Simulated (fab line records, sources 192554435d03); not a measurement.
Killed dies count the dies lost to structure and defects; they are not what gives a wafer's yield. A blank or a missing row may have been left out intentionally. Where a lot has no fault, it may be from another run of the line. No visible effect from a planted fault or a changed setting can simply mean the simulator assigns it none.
Which tool is to blame? || flow n5Finfet || 11 lots, 30 wafers sampled, at 4 steps of a route of 1938

== WHAT EACH GAUGE READ, for each wafer ==
N5_PASSIVATION_CD_MEAS_44: the cd target is 40000 nm.
{"lot": "L953", "measured": "day 13 08:47", "on": "cdSem-02", "cdNm (nm)": "39995 39995 39998"}
{"lot": "L960", "measured": "day 14 15:07", "on": "cdSem-03", "cdNm (nm)": "39990 39993 39994"}
{"lot": "L957", "measured": "day 14 15:28", "on": "cdSem-03", "cdNm (nm)": "39999 39994 39995"}
{"lot": "L963", "measured": "day 16 01:53", "on": "cdSem-03", "cdNm (nm)": "39994 39996 39998"}
{"lot": "L964", "measured": "day 16 05:42", "on": "cdSem-02", "cdNm (nm)": "39999 39996 40001"}
{"lot": "L962", "measured": "day 16 07:01", "on": "cdSem-03", "cdNm (nm)": "39978 39976"}
{"lot": "L966", "measured": "day 16 10:08", "on": "cdSem-02", "cdNm (nm)": "39996 39982"}
{"lot": "L968", "measured": "day 16 13:56", "on": "cdSem-02", "cdNm (nm)": "39995 39978"}
{"lot": "L969", "measured": "day 16 17:27", "on": "cdSem-03", "cdNm (nm)": "39996 39999 40002"}
{"lot": "L974", "measured": "day 18 17:49", "on": "cdSem-03", "cdNm (nm)": "39998 40000 39998"}
{"lot": "L975", "measured": "day 19 12:59", "on": "cdSem-03", "cdNm (nm)": "40000 40003 39999"}

N5_PASSIVATION_INSPECT_67: inspects for defects (macro).
{"lot": "L953", "measured": "day 13 08:50", "on": "defectInspect-01", "rawDefectCount": "3 2 1"}
{"lot": "L960", "measured": "day 14 15:10", "on": "defectInspect-01", "rawDefectCount": "6 2 1"}
{"lot": "L957", "measured": "day 14 15:31", "on": "defectInspect-01", "rawDefectCount": "3 2 9"}
{"lot": "L963", "measured": "day 16 01:56", "on": "defectInspect-02", "rawDefectCount": "3 4 4"}
{"lot": "L964", "measured": "day 16 05:45", "on": "defectInspect-01", "rawDefectCount": "3 2 2"}
{"lot": "L962", "measured": "day 16 07:04", "on": "defectInspect-02", "rawDefectCount": "2 0"}
{"lot": "L966", "measured": "day 16 10:11", "on": "defectInspect-02", "rawDefectCount": "1 4"}
{"lot": "L968", "measured": "day 16 13:59", "on": "defectInspect-01", "rawDefectCount": "1 3"}
{"lot": "L969", "measured": "day 16 17:31", "on": "defectInspect-01", "rawDefectCount": "2 2 2"}
{"lot": "L974", "measured": "day 18 17:53", "on": "defectInspect-01", "rawDefectCount": "2 2 2"}
{"lot": "L975", "measured": "day 19 13:02", "on": "defectInspect-02", "rawDefectCount": "1 2 2"}

== WHICH TOOL RAN EACH LOT (tool, then ch and the chambers of the sampled wafers, then the start) ==
{"lot": "L953", "N5_PASSIVATION_STRIP_14": "rieDiel-04 ch 1,2,3, day 13 05:52", "N5_PASSIVATION_PEB_42": "lithoTrack-01 ch 0, day 13 08:40"}
{"lot": "L960", "N5_PASSIVATION_STRIP_14": "rieDiel-04 ch 0,1, day 14 11:58", "N5_PASSIVATION_PEB_42": "lithoTrack-01 ch 0, day 14 15:00"}
{"lot": "L957", "N5_PASSIVATION_STRIP_14": "rieDiel-04 ch 0,2,3, day 14 12:26", "N5_PASSIVATION_PEB_42": "lithoTrack-03 ch 0, day 14 15:21"}
{"lot": "L963", "N5_PASSIVATION_STRIP_14": "rieDiel-05 ch 0,3, day 15 22:32", "N5_PASSIVATION_PEB_42": "lithoTrack-01 ch 0, day 16 01:46"}
{"lot": "L964", "N5_PASSIVATION_STRIP_14": "rieDiel-03 ch 1,3, day 16 02:33", "N5_PASSIVATION_PEB_42": "lithoTrack-03 ch 0, day 16 05:35"}
{"lot": "L962", "N5_PASSIVATION_STRIP_14": "rieDiel-05 ch 1,2, day 16 02:35", "N5_PASSIVATION_PEB_42": "lithoTrack-01 ch 0, day 16 06:54"}
{"lot": "L966", "N5_PASSIVATION_STRIP_14": "rieDiel-03 ch 1,2, day 16 06:57", "N5_PASSIVATION_PEB_42": "lithoTrack-01 ch 0, day 16 10:01"}
{"lot": "L968", "N5_PASSIVATION_STRIP_14": "rieDiel-03 ch 3, day 16 10:43", "N5_PASSIVATION_PEB_42": "lithoTrack-01 ch 0, day 16 13:49"}
{"lot": "L969", "N5_PASSIVATION_STRIP_14": "rieDiel-04 ch 0,1, day 16 14:34", "N5_PASSIVATION_PEB_42": "lithoTrack-03 ch 0, day 16 17:20"}
{"lot": "L974", "N5_PASSIVATION_STRIP_14": "rieDiel-03 ch 0,1, day 18 14:17", "N5_PASSIVATION_PEB_42": "lithoTrack-04 ch 0, day 18 17:42"}
{"lot": "L975", "N5_PASSIVATION_STRIP_14": "rieDiel-05 ch 0,2,3, day 19 09:53", "N5_PASSIVATION_PEB_42": "lithoTrack-03 ch 0, day 19 12:52"}
- N5_PASSIVATION_STRIP_14: strips in O2.
- N5_PASSIVATION_PEB_42

== WHAT THE TOOLS THEMSELVES READ (means of the sampled wafers that have a number; where no wafer has one, the mark that the record gives instead) ==
N5_PASSIVATION_STRIP_14.
{"lot": "L953", "tool": "rieDiel-04", "drypumpMotorCurrentA (A)": 5.0, "oesProductAu (a.u.)": 0.72, "rfVppV (V)": 3.5, "showerheadPlenumPTorr (Torr)": 2.09, "throttleValvePct (%)": 16.84}
{"lot": "L960", "tool": "rieDiel-04", "drypumpMotorCurrentA (A)": 5.0, "oesProductAu (a.u.)": 0.71, "rfVppV (V)": 2.8, "showerheadPlenumPTorr (Torr)": 2.12, "throttleValvePct (%)": 16.84}
{"lot": "L957", "tool": "rieDiel-04", "drypumpMotorCurrentA (A)": 5.1, "oesProductAu (a.u.)": 0.71, "rfVppV (V)": 4.1, "showerheadPlenumPTorr (Torr)": 2.07, "throttleValvePct (%)": 16.71}
{"lot": "L963", "tool": "rieDiel-05", "drypumpMotorCurrentA (A)": 5.9, "oesProductAu (a.u.)": 0.80, "rfVppV (V)": 3.3, "showerheadPlenumPTorr (Torr)": 2.16, "throttleValvePct (%)": 16.67}
{"lot": "L964", "tool": "rieDiel-03", "drypumpMotorCurrentA (A)": 6.1, "oesProductAu (a.u.)": 0.73, "rfVppV (V)": 3.6, "showerheadPlenumPTorr (Torr)": 2.07, "throttleValvePct (%)": 16.98}
{"lot": "L962", "tool": "rieDiel-05", "drypumpMotorCurrentA (A)": 5.3, "oesProductAu (a.u.)": 0.81, "rfVppV (V)": 4.1, "showerheadPlenumPTorr (Torr)": 2.21, "throttleValvePct (%)": 16.85}
{"lot": "L966", "tool": "rieDiel-03", "drypumpMotorCurrentA (A)": 6.0, "oesProductAu (a.u.)": 0.78, "rfVppV (V)": 4.3, "showerheadPlenumPTorr (Torr)": 2.11, "throttleValvePct (%)": 16.72}
{"lot": "L968", "tool": "rieDiel-03", "drypumpMotorCurrentA (A)": 6.3, "oesProductAu (a.u.)": 0.85, "rfVppV (V)": 3.8, "showerheadPlenumPTorr (Torr)": 2.05, "throttleValvePct (%)": 16.89}
{"lot": "L969", "tool": "rieDiel-04", "drypumpMotorCurrentA (A)": 5.0, "oesProductAu (a.u.)": 0.71, "rfVppV (V)": 4.0, "showerheadPlenumPTorr (Torr)": 2.11, "throttleValvePct (%)": 16.86}
{"lot": "L974", "tool": "rieDiel-03", "drypumpMotorCurrentA (A)": 5.6, "oesProductAu (a.u.)": 0.68, "rfVppV (V)": 3.6, "showerheadPlenumPTorr (Torr)": 2.05, "throttleValvePct (%)": 17.09}
{"lot": "L975", "tool": "rieDiel-05", "drypumpMotorCurrentA (A)": 5.7, "oesProductAu (a.u.)": 0.78, "rfVppV (V)": 3.0, "showerheadPlenumPTorr (Torr)": 2.15, "throttleValvePct (%)": 16.74}

== THE ANSWER, worked out from the rows above alone ==
Rule: the usual values come from the lots themselves. Put in order of their means at a reading, lots are off if they are a third of the lots or fewer, leave a main group of 4 or more, and stand apart from it by a gap of 3 or more times the standard deviation of the main group's means; of several such gaps the widest counts. If all means in a main group match to the digits the tables above print for the reading, that group is not used. A lot without any number at a reading at which 4 lots or more have one is off too. Where the step has rows for the other lots, those lots are counted as sound. Order of review: gauges by route order, followed by the tools' own readings, for which a lot's mean as printed above is used. At the first step where some lot is off, the reading lying furthest off is the one used; lots without a number count as furthest.
Across all readings shown, no lot is off: no conclusion can be drawn from this.

== WHAT HAD BEEN PUT IN BY THE SIMULATOR ==
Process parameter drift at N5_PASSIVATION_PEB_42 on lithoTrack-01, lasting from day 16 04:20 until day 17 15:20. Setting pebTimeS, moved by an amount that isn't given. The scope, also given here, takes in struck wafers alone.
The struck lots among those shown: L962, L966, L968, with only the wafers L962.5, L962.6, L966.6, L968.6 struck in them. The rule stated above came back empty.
